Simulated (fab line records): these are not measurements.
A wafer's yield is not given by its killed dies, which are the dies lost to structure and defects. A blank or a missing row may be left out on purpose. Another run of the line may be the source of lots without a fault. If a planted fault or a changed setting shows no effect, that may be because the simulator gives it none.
A struck lot beside a sound one | flow n5_finfet | 14 steps out of a route of 1938
Sound: these wafers, L575.1, L575.2, L575.5. Wafers L580.2, L580.4, L580.5 were the ones struck. The cause is given at the end.
For every step that has rows: the tool of each side, followed by ch and its chambers, followed by its first start. Under that, the readings that differ: sound wafers | struck wafers | difference of the means | sigmas: that difference in standard deviations of wafers without a fault.
alike: readings with means less than 2 such deviations apart, plus words and numbers identical on both sides. not compared: withheld readings, readings lacking a value on some wafer, bounds such as >300 that could conceal the same value, and numbers that have no deviation in the record and whose values overlap.
The two part at a step that has a row with sigmas, a row that says differs or no value, or rows on one side only. Non-overlapping numbers with no deviation appear without sigmas and do not part them. A reading that every wafer of one side lacks parts them only if that side has two wafers or more.

N5_BEOL_M4_ILD_DEP_00: deposits SiOC from DEMS/O2, target thk 79 nm, time 15.3 s.
  sound on pecvd-03 ch 0,1,2, day 8 21:57; struck on pecvd-02 ch 0,1,2, day 10 07:32
  alike: chamber_pressure_Torr, heater_power_w, showerhead_plenum_p_Torr, throttle_valve_pct
N5_BEOL_M4_THK_MEAS_01:
  sound: film_metro-02 at day 8 22:01; struck: film_metro-01 at day 10 07:36
  alike: M4_ILD_THK
N5_BEOL_M4_PECVD_72: deposits SiO2 from TEOS/O2, target thk 16 nm, time 18 s.
  sound on pecvd-01 ch 0,1, day 8 22:03; struck on pecvd-01 ch 0,1, day 10 07:38
  alike: chamber_pressure_Torr, heater_power_w, showerhead_plenum_p_Torr, throttle_valve_pct
N5_BEOL_M4_HM_DEP_02: deposits TiN, target thk 20 nm.
  sound: pvd_sputter-03 at day 8 22:55; struck: pvd_sputter-02 at day 10 09:12
  alike: throttle_valve_pct
then, 8 steps without rows for these wafers: N5_BEOL_M4_COAT_61 (time 60 s, resist thk 60 nm); N5_BEOL_M4_COAT_62 (time 60 s, resist thk 12 nm); N5_BEOL_M4_COAT_73 (time 60 s, resist thk 5 nm); N5_BEOL_M4_COAT_05 (resist thk 30 nm); N5_BEOL_M4_EBR_07; N5_BEOL_M4_SOFTBAKE_06 (time 60 s); N5_BEOL_M4_EXPOSE_08 (exposes mask M4); N5_BEOL_M4_PEB_09 (peb time 60 s).
N5_BEOL_M4_DEVELOP_10: develop time 30 s.
  struck on litho_track-02, day 10 09:32; sound on litho_track-04 ch 0, day 8 23:22
  no value came back on the struck wafers for chill_plate_temp_C (C), develop_time_s (s); on the sound wafers chill_plate_temp_C (C) reads 23.03 23.09 23.18
  not compared: model.CAR-EUV_of_BEOL_M4_COAT_05.thk_nm
N5_BEOL_M4_CD_MEAS_11: target cd 16.79 nm.
  sound on cd_sem-03 ch 0, day 8 23:26; struck on cd_sem-01 ch 0, day 10 09:36
  reading    | sound             | struck | difference                    | sigmas
  cd_nm (nm) | 17.17 16.34 16.69 | - - -  | no value on the struck wafers |

## WHERE THEY PART
At N5_BEOL_M4_DEVELOP_10 first; at N5_BEOL_M4_CD_MEAS_11 last (within this record only).

WHY: the cause the simulator had injected
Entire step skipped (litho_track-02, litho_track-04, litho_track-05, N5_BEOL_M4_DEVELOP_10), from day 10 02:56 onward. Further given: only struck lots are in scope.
